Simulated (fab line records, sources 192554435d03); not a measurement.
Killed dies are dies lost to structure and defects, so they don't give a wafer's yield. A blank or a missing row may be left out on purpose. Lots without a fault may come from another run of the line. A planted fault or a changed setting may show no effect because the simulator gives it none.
Chamber matching | flow n5_finfet | N5_DUMMY_GATE_ETCH_31 on rie_diel-05: 4 sister chambers
The step etches SiO2 in C4F6/O2, target depth 82.5 nm, time 27.5 s. 18 wafers are shown with their chamber, then 9 later ones without.

WAFERS WITH THEIR CHAMBER
wafer  | chamber | showerhead_plenum_p_Torr (Torr) | rf_vpp_V (V) | throttle_valve_pct (%)
L074.3 | 3       | 2.98                            | 665          | 21.33
L074.4 | 2       | 2.93                            | 684          | 21.25
L074.5 | 3       | 2.98                            | 665          | 21.33
L075.2 | 2       | 2.93                            | 684          | 21.26
L075.5 | 2       | 2.93                            | 684          | 21.26
L075.6 | 3       | 2.98                            | 666          | 21.34
L077.3 | 0       | 2.75                            | 683          | 21.33
L077.5 | 2       | 2.92                            | 684          | 21.26
L077.6 | 1       | 2.73                            | 658          | 20.85
L080.3 | 3       | 2.98                            | 666          | 21.37
L080.4 | 0       | 2.75                            | 682          | 21.34
L080.5 | 1       | 2.73                            | 658          | 20.85
L081.1 | 1       | 2.73                            | 657          | 20.82
L081.5 | 0       | 2.75                            | 681          | 21.33
L081.6 | 1       | 2.73                            | 658          | 20.83
L085.1 | 0       | 2.75                            | 682          | 21.34
L085.4 | 1       | 2.72                            | 659          | 20.85
L085.6 | 2       | 2.92                            | 683          | 21.30

SIGNATURES (means of the wafers above)
reading                  | chamber 0 | chamber 1 | chamber 2 | chamber 3 | scatter within a chamber
showerhead_plenum_p_Torr | 2.7500    | 2.7280    | 2.9260    | 2.9800    | 0.00378
rf_vpp_V                 | 682.00    | 658.00    | 683.80    | 665.50    | 0.644
throttle_valve_pct       | 21.3350   | 20.8400   | 21.2660   | 21.3425   | 0.0158
Rule: a wafer's distance from a chamber is the root of the sum, over the readings, of the square of ((its reading less the chamber's mean) divided by the reading's scatter). The wafer belongs to the nearest chamber; if the next one is less than 2 further off, it can't be placed. The scatter: the root of (the sum of the squares of (reading less its chamber's mean) over the shown wafers, divided by (wafers less chambers)).

WAFERS WITHOUT THEIR CHAMBER
wafer  | showerhead_plenum_p_Torr (Torr) | rf_vpp_V (V) | throttle_valve_pct (%)
L091.2 | 2.72                            | 659          | 20.88
L091.3 | 2.74                            | 682          | 21.36
L091.6 | 2.97                            | 665          | 21.38
L092.2 | 2.74                            | 681          | 21.37
L092.3 | 2.91                            | 684          | 21.30
L092.4 | 2.72                            | 656          | 20.88
L096.1 | 2.74                            | 682          | 21.36
L096.3 | 2.97                            | 664          | 21.39
L096.5 | 2.91                            | 683          | 21.31

WHICH CHAMBER EACH WENT THROUGH
wafer  | from the rows above | in truth
L091.2 | 1                   | 1
L091.3 | 0                   | 0
L091.6 | 3                   | 3
L092.2 | 0                   | 0
L092.3 | 2                   | 2
L092.4 | 1                   | 1
L096.1 | 0                   | 0
L096.3 | 3                   | 3
L096.5 | 2                   | 2
Placed correctly: 9 of 9. Can't be placed from these rows: 0. Placed wrongly: 0.
